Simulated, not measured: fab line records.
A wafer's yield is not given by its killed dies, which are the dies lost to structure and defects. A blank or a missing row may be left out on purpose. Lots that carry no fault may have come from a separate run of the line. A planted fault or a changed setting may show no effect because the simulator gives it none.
Which tool did it? / flow n5 finfet / 7 lots with 21 wafers sampled at 5 steps, on a route of 1938 steps

WHAT THE GAUGES READ, wafer by wafer
N5_FIN_SAQP_CD_MEAS_31: the cd target is 8 nm.
lot=L261; measured=day 2 20:36; on=cd sem-02; cd nm (nm)=7.96 8.23 7.56
lot=L265; measured=day 3 21:14; on=cd sem-03; cd nm (nm)=8.17 8.01 8.32
lot=L267; measured=day 4 08:53; on=cd sem-02; cd nm (nm)=8.35 8.33 7.88
lot=L269; measured=day 4 20:59; on=cd sem-03; cd nm (nm)=7.97 8.35 8.26
lot=L272; measured=day 5 16:17; on=cd sem-02; cd nm (nm)=8.19 8.30 4.44
lot=L274; measured=day 6 03:21; on=cd sem-03; cd nm (nm)=7.71 8.41 7.72
lot=L281; measured=day 7 20:25; on=cd sem-02; cd nm (nm)=7.66 7.99 8.36

TOOL THAT RAN EACH LOT (tool first, then ch and the chambers of the sampled wafers, then the start)
lot=L261; N5_FIN_SAQP_ETCH_52=rie diel-06 ch 0,3, day 2 16:57; N5_FIN_SAQP_HM_OPEN_73=rie diel-06 ch 0,3, day 2 17:04; N5_FIN_SAQP_STRIP_55=rie diel-04 ch 0,1, day 2 17:15; N5_FIN_SAQP_SPACER2_ALD_28=ald sin-02 ch 0,1,3, day 2 20:04
lot=L265; N5_FIN_SAQP_ETCH_52=rie diel-04 ch 0,3, day 3 17:28; N5_FIN_SAQP_HM_OPEN_73=rie diel-04 ch 0,3, day 3 17:34; N5_FIN_SAQP_STRIP_55=rie diel-04 ch 1,2,3, day 3 17:45; N5_FIN_SAQP_SPACER2_ALD_28=ald sin-01 ch 1,2,3, day 3 20:43
lot=L267; N5_FIN_SAQP_ETCH_52=rie diel-06 ch 0,1, day 4 04:29; N5_FIN_SAQP_HM_OPEN_73=rie diel-06 ch 0,1, day 4 04:35; N5_FIN_SAQP_STRIP_55=rie diel-05 ch 0,1, day 4 04:47; N5_FIN_SAQP_SPACER2_ALD_28=ald sin-01 ch 0,2,3, day 4 08:22
lot=L269; N5_FIN_SAQP_ETCH_52=rie diel-05 ch 0,1,2, day 4 15:59; N5_FIN_SAQP_HM_OPEN_73=rie diel-05 ch 0,1,2, day 4 16:05; N5_FIN_SAQP_STRIP_55=rie diel-04 ch 1,2,3, day 4 16:16; N5_FIN_SAQP_SPACER2_ALD_28=ald sin-03 ch 1,2,3, day 4 20:28
lot=L272; N5_FIN_SAQP_ETCH_52=rie diel-04 ch 1,2,3, day 5 12:47; N5_FIN_SAQP_HM_OPEN_73=rie diel-04 ch 1,2,3, day 5 12:53; N5_FIN_SAQP_STRIP_55=rie diel-05 ch 0,2,3, day 5 13:05; N5_FIN_SAQP_SPACER2_ALD_28=ald sin-03 ch 0,1,2, day 5 15:44
lot=L274; N5_FIN_SAQP_ETCH_52=rie diel-04 ch 1,2, day 5 23:03; N5_FIN_SAQP_HM_OPEN_73=rie diel-04 ch 1,2, day 5 23:10; N5_FIN_SAQP_STRIP_55=rie diel-06 ch 0,1, day 5 23:20; N5_FIN_SAQP_SPACER2_ALD_28=ald sin-01 ch 0,1,3, day 6 02:45
lot=L281; N5_FIN_SAQP_ETCH_52=rie diel-04 ch 2,3, day 7 15:59; N5_FIN_SAQP_HM_OPEN_73=rie diel-04 ch 2,3, day 7 16:05; N5_FIN_SAQP_STRIP_55=rie diel-04 ch 2,3, day 7 16:17; N5_FIN_SAQP_SPACER2_ALD_28=ald sin-01 ch 1,2, day 7 19:52
- N5_FIN_SAQP_ETCH_52: etches SOC in N2/H2, target depth 100 nm, overetch 20 nm, time 150 s.
- N5_FIN_SAQP_HM_OPEN_73: chemistry CHF3/O2, target SiO2, stops on a-Si, target depth 12 nm, time 16.8 s.
- N5_FIN_SAQP_STRIP_55: strips in N2/H2.
- N5_FIN_SAQP_SPACER2_ALD_28: deposits SiO2, target thk 8.1 nm, pulse time 1 s, purge time 2 s.

THE ANSWER, worked out from the rows above alone
Rule: the lots themselves supply what counts as usual. The widest of any qualifying gaps counts: lots, ordered by their means at a reading, are off when they make up no more than a third of the lots, leave a main group of 4 or more, and stand apart from it by 3 or more times the standard deviation of that group's means. Not used: any main group whose means are identical at the precision the tables above print for the reading. A lot without any number at a reading at which 4 lots or more have one is off too. Any other lot the step has rows for is counted as sound.
Off: L272 (N5_FIN_SAQP_CD_MEAS_31, cd nm). The main group: mean 8.07 nm, standard deviation 0.12.
A tool fits if, at a process step before that reading, it ran every lot that is off, and no sound lot after the first of them. Gauges at N5_FIN_SAQP_CD_MEAS_31: tried the same way as those tools. Can't be told from this: 2 tools fit, rie diel-05 at N5_FIN_SAQP_STRIP_55, ald sin-03 at N5_FIN_SAQP_SPACER2_ALD_28.

WHAT WAS PUT IN BY THE SIMULATOR
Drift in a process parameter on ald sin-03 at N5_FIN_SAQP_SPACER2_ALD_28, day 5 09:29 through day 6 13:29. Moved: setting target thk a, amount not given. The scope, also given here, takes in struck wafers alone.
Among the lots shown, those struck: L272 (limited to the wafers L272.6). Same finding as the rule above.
